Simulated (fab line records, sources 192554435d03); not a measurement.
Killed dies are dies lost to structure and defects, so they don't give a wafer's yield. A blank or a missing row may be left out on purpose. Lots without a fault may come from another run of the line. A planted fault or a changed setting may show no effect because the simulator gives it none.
fab line records | flow n5_finfet | part 1 of 2: steps 1 to 26 of 33
record lots=5 wafers=15 last_day=18
route steps=1938 shown SD_EPI_N@277 SD_EPI_P@295
lots that met no fault: from a run of the same line without faults
start_h: hours from the record's first day to the start of the lot's first wafer shown | wait_h: hours since the lot's step before | " the same as in the row above | L1.1+2: a row that stands for several wafers | - no value, or no start given | * or withheld: withheld | < > ~ a bound
route shown NAME@n: a module of which the file shows steps, and the number in the route of the first | usual: mean/standard deviation of fault-free wafers | same: alike in all rows | chamber/n: place in a boat | sites: the reading at each site | _std_site: their standard deviation | _edge_site: outer sites' mean less inner sites' | radius_mm: how far each site lies from the wafer's centre | mask NAME#n: copy n | behind: the tool/chamber that last shaped the wafer | hold: why the lot was held/for how many hours/how that ended | device: the transistor (n, p or np) that didn't switch | end of line: the same wafers' tests at the end of the route | a step without rows: its recipe alone | killed: dies lost to structure and defects at the first sort, not the wafer's yield | map: a wafer's dies, x killed, . not, _ none there
set.NAME: the setting as run; set.NAME@STEP: as run at that earlier step | model.NAME: the simulator's own value behind a step, which no gauge read
lots at some steps of the route; a table a step, a row a wafer
services: from which hour (start_h, from the record's first day; less than 0 if before it) a tool's chamber was out of use, for how many hours, and why
## steps
# step N5_SD_EPI_N_ETCHBACK_44
# recipe chemistry=CH3F/O2 mode=anisotropic_etchback target=SiNx target_depth_a=145 stop_on=SiO2 over_etch_frac=0.3 ion_energy_ev=120 pressure_mtorr=30 source_w=395 bias_w=73 Ar_flow_sccm=150 CH3F_flow_sccm=30 O2_flow_sccm=20
# usual chamber_pressure_mTorr=30.001/0.027 drypump_motor_current_A=5.7/0.33 oes_ar_750_au=0.81/0.094 oes_o_777_au=0.81/0.095 oes_product_au=0.68/0.077 rf_vpp_V=296/5.8 showerhead_plenum_p_Torr=2.02/0.071 throttle_valve_pct=16.40/0.24
# columns lot.wafer tool chamber start_h wait_h chamber_pressure_mTorr drypump_motor_current_A oes_ar_750_au oes_o_777_au oes_product_au rf_hours_counter_h rf_vpp_V showerhead_plenum_p_Torr throttle_valve_pct
L075.1 rie_diel-01 0 57.62 0.0 29.971 6.2 0.87 0.86 0.71 75 296 2.04 16.43
L075.2 " 1 " " 29.971 5.9 0.84 0.86 0.73 61 304 2.11 16.10
L075.5 " 2 " " 30.010 6.2 0.73 0.71 0.61 - 285 2.08 16.71
L078.1 rie_diel-01 0 78.09 0.0 30.002 6.2 0.86 0.86 0.71 84 296 2.04 16.46
L078.3 " 3 " " 30.000 5.1 0.68 0.68 0.57 227 290 1.89 16.50
L078.6 " 3 " " 29.972 5.1 0.68 0.68 0.58 - 289 1.89 16.50
L085.1 rie_diel-05 0 122.73 0.0 29.985 5.8 0.75 0.75 0.64 170 297 1.97 16.21
L085.2 " 1 " " 29.974 5.8 0.89 0.90 0.76 33 296 2.06 16.09
L085.4 " 0 " " 29.958 5.8 0.75 0.75 0.65 - 295 1.97 16.21
L091.1 rie_diel-03 0 152.48 0.0 29.991 5.5 0.71 0.72 0.61 182 306 2.06 16.72
L091.3 " 0 " " 30.014 5.6 0.71 0.72 0.60 - 305 2.06 16.71
L091.5 " 1 " " 29.991 5.4 0.73 0.73 0.61 - 300 1.91 16.61
L096.4 rie_diel-01 2 186.07 0.0 30.012 6.2 0.96 0.93 0.80 19 302 2.07 16.38
L096.5 " 3 " " 30.041 5.1 0.97 0.97 0.83 - 294 2.13 16.03
L096.6 " 2 " " 29.992 6.2 0.94 0.93 0.81 - 300 2.07 16.38
# step N5_SD_EPI_N_ETCH_45
# recipe chemistry=CH3F/O2 target=SiOCN target_depth_a=60 mask_material=SOC ion_energy_ev=60 bias_w=29 pressure_mtorr=15 source_w=410 Ar_flow_sccm=150 CH3F_flow_sccm=30 O2_flow_sccm=20
# usual chamber_pressure_mTorr=14.999/0.013 drypump_motor_current_A=5.7/0.33 oes_product_au=0.81/0.099 rf_vpp_V=127.6/1 showerhead_plenum_p_Torr=2.01/0.071 throttle_valve_pct=23.38/0.25
# columns lot.wafer tool chamber start_h wait_h chamber_pressure_mTorr drypump_motor_current_A oes_product_au rf_hours_counter_h rf_vpp_V showerhead_plenum_p_Torr throttle_valve_pct
L075.1 rie_diel-01 0 57.72 0.1 14.996 6.2 0.85 75 128.1 2.03 23.45
L075.2 " 1 " " 15.005 6.0 0.85 61 128.8 2.11 23.03
L075.5 " 2 " " 14.987 6.2 0.70 - 127.0 2.08 23.61
L078.1 rie_diel-01 0 78.19 0.1 15.017 6.2 0.83 84 127.6 2.03 23.46
L078.3 " 3 " " 14.996 5.1 0.67 227 125.2 1.88 23.45
L078.6 " 3 " " 15.013 5.1 0.67 - 124.9 1.88 23.46
L085.1 rie_diel-05 0 122.83 0.1 14.979 5.8 0.75 170 127.9 1.96 22.97
L085.2 " 1 " " 15.009 5.8 0.90 33 129.0 2.05 23.14
L085.4 " 0 " " 14.982 5.8 0.75 - 127.0 1.96 22.97
L091.1 rie_diel-03 0 152.63 0.1 14.984 5.5 0.71 182 128.0 2.05 23.63
L091.3 " 0 " " 14.998 5.5 0.72 - 127.5 2.05 23.60
L091.5 " 1 " " 14.992 5.4 0.72 - 128.1 1.90 23.56
L096.4 rie_diel-01 2 186.17 0.1 15.009 6.2 0.96 19 129.0 2.06 23.52
L096.5 " 3 " " 15.020 5.1 0.97 - 128.7 2.12 23.01
L096.6 " 2 " " 15.005 6.2 0.96 - 125.4 2.06 23.54
# step N5_SD_EPI_N_ETCH_16
# recipe chemistry=CHF3/O2 target=SiO2 target_depth_a=50 mask_material=SOC pressure_mtorr=30 source_w=650 bias_w=170 Ar_flow_sccm=200 CHF3_flow_sccm=50 O2_flow_sccm=5 ion_energy_ev=200
# usual chamber_pressure_mTorr=30.003/0.029 drypump_motor_current_A=5.7/0.33 oes_ar_750_au=0.81/0.095 oes_o_777_au=0.80/0.097 oes_product_au=0.81/0.099 rf_vpp_V=522/11 showerhead_plenum_p_Torr=2.43/0.083 throttle_valve_pct=18.97/0.23
# columns lot.wafer tool chamber start_h wait_h chamber_pressure_mTorr drypump_motor_current_A oes_ar_750_au oes_o_777_au oes_product_au rf_hours_counter_h rf_vpp_V showerhead_plenum_p_Torr throttle_valve_pct
L075.1 rie_diel-01 0 57.82 0.1 30.044 6.2 0.88 0.86 0.86 75 520 2.45 19.00
L075.2 " 1 " " 30.011 5.9 0.83 0.84 0.84 61 535 2.55 18.74
L075.5 " 2 " " 29.967 6.2 0.72 0.71 0.70 - 501 2.51 19.25
L078.1 rie_diel-01 0 78.29 0.1 29.991 6.2 0.86 0.84 0.84 84 520 2.45 18.97
L078.3 " 3 " " 30.031 5.2 0.68 0.68 0.66 227 509 2.28 19.03
L078.6 " 3 " " 30.085 5.1 0.69 0.68 0.67 - 509 2.28 19.03
L085.1 rie_diel-05 0 122.93 0.1 30.038 5.8 0.75 0.73 0.75 170 522 2.37 18.76
L085.2 " 1 " " 30.004 5.8 0.90 0.91 0.91 33 519 2.48 18.66
L085.4 " 0 " " 29.973 5.8 0.75 0.73 0.75 - 521 2.38 18.74
L091.1 rie_diel-03 0 152.78 0.1 30.029 5.6 0.72 0.72 0.71 182 535 2.48 19.24
L091.3 " 0 " " 30.037 5.6 0.71 0.72 0.72 - 537 2.48 19.24
L091.5 " 1 " " 30.034 5.4 0.72 0.71 0.73 - 530 2.31 19.21
L096.4 rie_diel-01 2 186.27 0.1 29.989 6.2 0.95 0.92 0.96 19 533 2.49 19.01
L096.5 " 3 " " 30.009 5.1 0.98 0.97 0.98 - 515 2.56 18.61
L096.6 " 2 " " 30.046 6.2 0.95 0.93 0.96 - 532 2.49 19.00
# step N5_SD_EPI_N_STRIP_47
# recipe chemistry=CHF3/O2 resist=SiARC rf_frequency_hz=6e+07
# columns lot.wafer tool chamber start_h wait_h
L075.1+2+5 rie_diel-01 0,1,2 57.86 0.0
L078.1+3+6 rie_diel-01 0,3,3 78.33 0.0
L085.1+2+4 rie_diel-05 0,1,0 122.97 0.0
L091.1+3+5 rie_diel-03 0,0,1 152.84 0.0
L096.4+5+6 rie_diel-01 2,3,2 186.31 0.0
# step N5_SD_EPI_N_SD_RECESS_17
# recipe chemistry=HBr/Cl2/O2 target_depth_a=410 mask_material=SOC time_s=23.7 bt_time_s=3 pressure_mtorr=10 icp_w=800 bias_w=112 HBr_flow_sccm=150 Cl2_flow_sccm=80 O2_flow_sccm=12
# usual chamber_pressure_mTorr=10.000/0.0096 drypump_motor_current_A=5.7/0.44 oes_o_777_au=1.016/0.021 oes_product_au=1.009/0.017 throttle_valve_pct=36.90/0.27
# columns lot.wafer tool chamber start_h wait_h chamber_pressure_mTorr drypump_motor_current_A oes_o_777_au oes_product_au rf_hours_counter_h throttle_valve_pct
L075.1 rie_si-05 0 57.89 0.0 9.993 5.5 1.010 1.017 169 36.89
L075.2 " 2 " " 9.996 6.1 0.996 1.001 81 37.20
L075.5 " 0 " " 9.996 5.5 1.020 1.014 - 36.88
L078.1 rie_si-05 0 78.37 0.0 9.984 5.5 1.016 1.008 169 36.89
L078.3 " 2 " " 10.002 6.1 0.999 0.994 81 37.21
L078.6 " 2 " " 10.013 6.1 1.001 1.002 - 37.21
L085.1 rie_si-05 1 123.00 0.0 9.993 5.6 1.057 1.046 44 36.81
L085.2 " 3 " " 9.998 5.0 1.016 1.008 75 36.88
L085.4 " 1 " " 9.981 5.6 1.060 1.039 - 36.82
L091.1 rie_si-02 3 152.87 0.0 10.011 5.4 1.029 1.026 46 36.46
L091.3 " 0 " " 10.010 5.9 1.011 1.028 16 36.56
L091.5 " 2 " " 10.011 5.9 1.027 0.998 - 37.29
L096.4 rie_si-05 0 186.34 0.0 10.001 5.5 1.018 1.010 171 36.89
L096.5 " 0 " " 9.988 5.5 1.024 1.014 - 36.91
L096.6 " 3 " " 9.978 5.0 1.012 1.013 - 36.90
# step N5_SD_EPI_N_STRIP_38
# recipe chemistry=N2/H2 power_w=1000 temp_c=250 h2_frac=0.65 overash_fraction=0.3 pressure_mtorr=withheld n2_flow_sccm=1750 h2_flow_sccm=3250
# usual drypump_motor_current_A=5.5/0.43 heater_power_w=328/25 oes_product_au=0.763/0.0099
# columns lot.wafer tool chamber start_h wait_h drypump_motor_current_A heater_power_w oes_product_au rf_hours_counter_h
L075.1 plasma_asher-01 0 57.98 0.1 6.2 283 0.759 90
L075.2 " 1 " " 4.9 354 0.760 90
L075.5 " 0 " " 6.2 291 0.762 -
L078.1 plasma_asher-02 0 78.46 0.1 5.4 342 0.744 36
L078.3 " 1 " " 5.6 341 0.763 -
L078.6 " 0 " " 5.5 328 0.757 -
L085.1 plasma_asher-01 0 123.10 0.1 6.2 283 0.765 105
L085.2 " 1 " " 4.9 359 0.768 105
L085.4 " 1 " " 5.0 359 0.779 -
L091.1 plasma_asher-01 1 152.97 0.1 4.9 360 0.771 109
L091.3 " 1 " " 5.0 359 0.780 -
L091.5 " 1 " " 5.0 362 0.780 -
L096.4 plasma_asher-02 0 186.45 0.1 5.4 336 0.749 -
L096.5 " 0 " " 5.4 333 0.758 -
L096.6 " 1 " " 5.6 343 0.769 -
# step N5_SD_EPI_N_WET_ETCH_43
# recipe chemistry=dHF dilution=withheld time_s=14 target=SiO2 target_depth_a=15 temp_c=25
# columns lot.wafer tool chamber start_h wait_h
L075.1+2+5 wet_bench-01 7,4,5 58.07 -
L078.1+3+6 wet_bench-03 2,3,5 78.55 -
L085.1+2+4 wet_bench-01 3,4,7 123.18 -
L091.1+3+5 wet_bench-01 2,7,0 153.05 -
L096.4+5+6 wet_bench-05 4,7,3 186.52 -
# step N5_SD_EPI_N_STRIP_18
# recipe chemistry=SPM time_s=750 temp_c=130 h2so4_h2o2_vol_ratio=4
# columns lot.wafer tool chamber start_h wait_h
L075.1+2+5 wet_bench-01 7,4,5 58.08 0.0
L078.1+3+6 wet_bench-03 2,3,5 78.55 0.0
L085.1+2+4 wet_bench-01 3,4,7 123.19 0.0
L091.1+3+5 wet_bench-01 2,7,0 153.06 0.0
L096.4+5+6 wet_bench-05 4,7,3 186.53 0.0
# step N5_SD_EPI_N_SRD_20
# recipe dry=ipa_marangoni do_ppb=5 time_s=30 temp_c=23 rinse_liquid=diw
# columns lot.wafer tool chamber start_h wait_h
L075.1+2+5 wet_bench-01 7,4,5 58.28 0.0
L078.1+3+6 wet_bench-03 2,3,5 78.76 0.0
L085.1+2+4 wet_bench-01 3,4,7 123.40 0.0
L091.1+3+5 wet_bench-01 2,7,0 153.27 0.0
L096.4+5+6 wet_bench-05 4,7,3 186.73 0.0
# step N5_SD_EPI_N_PRECLEAN_48
# recipe chemistry=NF3:NH3 afs_cycles=2 temp_c=30 time_s=20 sublimation_temp_c=180 sublimation_time_s=60 pressure_torr=3 rf_power_w=30
# columns lot.wafer tool chamber start_h wait_h
L075.1+2+5 epi_rpcvd-04 0 58.33 0.0
L078.1+3+6 epi_rpcvd-03 0 78.82 0.0
L085.1+2+4 epi_rpcvd-04 0 123.45 0.0
L091.1+3+5 epi_rpcvd-03 0 153.32 0.0
L096.4+5+6 epi_rpcvd-03 0 187.02 0.3
# step N5_SD_EPI_N_VAPOR_ETCH_50
# recipe chemistry=HCl target=Si temp_c=775 time_s=54 pressure_torr=20 mode=isotropic
# usual throttle_valve_pct=11.8/0.35
# columns lot.wafer tool chamber start_h wait_h throttle_valve_pct
L075.1 epi_rpcvd-04 0 58.81 0.4 11.4
L075.2 " 0 " " 11.6
L075.5 " 0 " " 11.4
L078.1 epi_rpcvd-03 0 79.18 0.3 11.8
L078.3 " 0 " " 11.7
L078.6 " 0 " " 11.7
L085.1 epi_rpcvd-04 0 123.93 0.4 11.4
L085.2 " 0 " " 11.4
L085.4 " 0 " " 11.0
L091.1 epi_rpcvd-03 0 153.68 0.3 11.8
L091.3 " 0 " " 11.6
L091.5 " 0 " " 11.9
L096.4 epi_rpcvd-03 0 187.38 0.3 11.9
L096.5 " 0 " " 11.5
L096.6 " 0 " " 11.5
# step N5_SD_EPI_N_EPI_21
# recipe material=Si:P dopant=P temp_c=680 pressure_torr=255 time_s=690
# columns lot.wafer tool chamber start_h wait_h
L075.1+2+5 epi_rpcvd-04 0 59.05 0.2
L078.1+3+6 epi_rpcvd-03 0 79.36 0.1
L085.1+2+4 epi_rpcvd-04 0 124.17 0.2
L091.1+3+5 epi_rpcvd-03 0 153.86 0.1
L096.4+5+6 epi_rpcvd-03 0 188.62 1.2
# step N5_SD_EPI_N_EPI_MEAS_23
# recipe mode=xrd
# usual thk_nm=59.2/1.2
# columns lot.wafer tool chamber start_h wait_h thk_nm
L075.1 film_metro-01 - 61.33 1.9 58.5
L075.2 " - " " 58.9
L075.5 " - " " 57.7
L078.1 film_metro-02 - 81.07 1.4 60.3
L078.3 " - " " 58.5
L078.6 " - " " 61.2
L085.1 film_metro-01 - 126.44 1.9 57.6
L085.2 " - " " 57.7
L085.4 " - " " 59.0
L091.1 film_metro-02 - 155.57 1.4 57.5
L091.3 " - " " 58.6
L091.5 " - " " 59.7
L096.4 film_metro-01 - 189.79 0.8 57.2
L096.5 " - " " 59.9
L096.6 " - " " 59.9
# step N5_SD_EPI_N_PRECLEAN_24
# recipe chemistry=O3/DIW time_s=60 temp_c=22 o3_ppm=10
# columns lot.wafer tool chamber start_h wait_h
L075.1+2+5 wet_bench-05 2,7,4 61.37 0.0
L078.1+3+6 wet_bench-05 2,3,1 81.11 0.0
L085.1+2+4 wet_bench-01 5,6,1 126.48 0.0
L091.1+3+5 wet_bench-01 1,2,7 155.61 0.0
L096.4+5+6 wet_bench-01 2,5,6 189.82 0.0
# step N5_SD_EPI_N_SRD_25
# recipe time_s=30 temp_c=23 rinse_liquid=diw dry=ipa_marangoni
# columns lot.wafer tool chamber start_h wait_h
L075.1+2+5 wet_bench-05 2,7,4 61.41 0.0
L078.1+3+6 wet_bench-05 2,3,1 81.13 0.0
L085.1+2+4 wet_bench-01 5,6,1 126.50 0.0
L091.1+3+5 wet_bench-01 1,2,7 155.63 0.0
L096.4+5+6 wet_bench-01 2,5,6 189.84 0.0
# step N5_SD_EPI_N_PRECLEAN_49
# recipe chemistry=NF3:NH3 afs_cycles=1 temp_c=30 time_s=20 sublimation_temp_c=180 sublimation_time_s=60 pressure_torr=3 rf_power_w=30
# columns lot.wafer tool chamber start_h wait_h
L075.1+2+5 remote_plasma-01 1 61.63 0.2
L078.1+3+6 remote_plasma-02 1 81.18 0.0
L085.1+2+4 remote_plasma-01 1 126.55 0.0
L091.1+3+5 remote_plasma-01 1 155.68 0.0
L096.4+5+6 remote_plasma-02 0 190.06 0.2
# step N5_SD_EPI_N_LINER_46
# recipe material=SiNx target_thk_a=30 temp_c=400 ald_precursor_family=SiH2I2 ald_co_reactant=N2/H2-plasma pressure_torr=2
# usual heater_power_w=823/51
# columns lot.wafer tool chamber start_h wait_h heater_power_w
L075.1 ald_sin-03 3 61.83 0.2 829
L075.2 " 0 " " 745
L075.5 " 3 " " 818
L078.1 ald_sin-01 2 81.38 0.2 818
L078.3 " 1 " " 850
L078.6 " 3 " " 801
L085.1 ald_sin-03 2 126.75 0.2 903
L085.2 " 3 " " 830
L085.4 " 3 " " 830
L091.1 ald_sin-03 3 155.88 0.2 823
L091.3 " 2 " " 902
L091.5 " 0 " " 744
L096.4 ald_sin-01 3 190.37 0.2 862
L096.5 " 0 " " 800
L096.6 " 2 " " 843
# step N5_SD_EPI_N_INSPECT_26
# recipe inspect_instrument=darkfield mode=post_epi
# usual raw_defect_count=213/41
# columns lot.wafer tool chamber start_h wait_h raw_defect_count
L075.1 defect_inspect-02 - 62.08 0.1 184
L075.2 " - " " 147
L075.5 " - " " 182
L078.1 defect_inspect-02 - 81.63 0.1 201
L078.3 " - " " 305
L078.6 " - " " 196
L085.1 defect_inspect-01 - 127.00 0.1 191
L085.2 " - " " 226
L085.4 " - " " 234
L091.1 defect_inspect-02 - 156.13 0.1 202
L091.3 " - " " 196
L091.5 " - " " 150
L096.4 defect_inspect-01 - 190.52 0.0 203
L096.5 " - " " 218
L096.6 " - " " 251
# step N5_SD_EPI_P_COAT_34
# recipe resist=SOC temp_c=250 time_s=60 spin_rpm=1500 resist_thk_nm=350
# columns lot.wafer tool chamber start_h wait_h
L075.1+2+5 litho_track-02 0 62.11 0.0
L078.1+3+6 litho_track-04 0 81.66 0.0
L085.1+2+4 litho_track-04 0 127.03 0.0
L091.1+3+5 litho_track-02 0 156.16 0.0
L096.4+5+6 litho_track-04 0 190.55 0.0
# step N5_SD_EPI_P_COAT_35
# recipe resist=SiARC temp_c=220 time_s=60 spin_rpm=1500 resist_thk_nm=35
# columns lot.wafer tool chamber start_h wait_h
L075.1+2+5 litho_track-02 0 - -
L078.1+3+6 litho_track-04 0 - -
L085.1+2+4 litho_track-04 0 - -
L091.1+3+5 litho_track-02 0 - -
L096.4+5+6 litho_track-04 0 - -
# step N5_SD_EPI_P_COAT_03
# recipe resist=CAR-ArF-block spin_rpm=1500 resist_thk_nm=150
# columns lot.wafer tool chamber start_h wait_h
L075.1+2+5 litho_track-02 0 - -
L078.1+3+6 litho_track-04 0 - -
L085.1+2+4 litho_track-04 0 - -
L091.1+3+5 litho_track-02 0 - -
L096.4+5+6 litho_track-04 0 - -
# step N5_SD_EPI_P_EBR_05
# recipe solvent=PGMEA ebr_width_mm=1.5
# columns lot.wafer tool chamber start_h wait_h
L075.1+2+5 litho_track-02 0 - -
L078.1+3+6 litho_track-04 0 - -
L085.1+2+4 litho_track-04 0 - -
L091.1+3+5 litho_track-02 0 - -
L096.4+5+6 litho_track-04 0 - -
# step N5_SD_EPI_P_SOFTBAKE_04
# recipe temp_c=110 time_s=60 resist=CAR-ArF-block
# columns lot.wafer tool chamber start_h wait_h
L075.1+2+5 litho_track-02 0 - -
L078.1+3+6 litho_track-04 0 - -
L085.1+2+4 litho_track-04 0 - -
L091.1+3+5 litho_track-02 0 - -
L096.4+5+6 litho_track-04 0 - -
# step N5_SD_EPI_P_EXPOSE_06
# recipe mask_id=SD_P_BLK na=1.35 source_shape=conventional sigma_outer=0.8 polarization=unpolarized target_cd_nm=240 dose_mj=39.5
# columns lot.wafer tool chamber start_h wait_h mask
L075.1+2+5 arfi_scanner-01 0 62.23 - SD_P_BLK#0
L078.1+3+6 arfi_scanner-03 0 81.78 - SD_P_BLK#0
L085.1+2+4 arfi_scanner-01 0 127.15 - SD_P_BLK#0
L091.1+3+5 arfi_scanner-02 0 156.40 - SD_P_BLK#0
L096.4+5+6 arfi_scanner-03 0 190.68 - SD_P_BLK#0
# step N5_SD_EPI_P_PEB_07
# recipe peb_temp_c=110 peb_time_s=60 resist=CAR-ArF-block
# columns lot.wafer tool chamber start_h wait_h
L075.1+2+5 litho_track-01 0 62.29 0.1
L078.1+3+6 litho_track-04 0 81.84 0.1
L085.1+2+4 litho_track-04 0 127.21 0.1
L091.1+3+5 litho_track-02 0 156.46 0.1
L096.4+5+6 litho_track-02 0 190.73 0.0
# step N5_SD_EPI_P_DEVELOP_08
# recipe develop_time_s=30 developer=TMAH resist=CAR-ArF-block dev_temp_c=23 rinse_liquid=diw dry=air_spin
# usual developer_temp_C=23.02/0.1
# columns lot.wafer tool chamber start_h wait_h developer_temp_C
L075.1 litho_track-01 0 - - 23.12
L075.2 " 0 " " 23.10
L075.5 " 0 " " 22.99
L078.1 litho_track-04 0 - - 23.02
L078.3 " 0 " " 22.96
L078.6 " 0 " " 22.98
L085.1 litho_track-04 0 - - 22.88
L085.2 " 0 " " 22.95
L085.4 " 0 " " 22.76
L091.1 litho_track-02 0 - - 23.09
L091.3 " 0 " " 23.09
L091.5 " 0 " " 22.90
L096.4 litho_track-02 0 - - 22.91
L096.5 " 0 " " 23.25
L096.6 " 0 " " 22.99
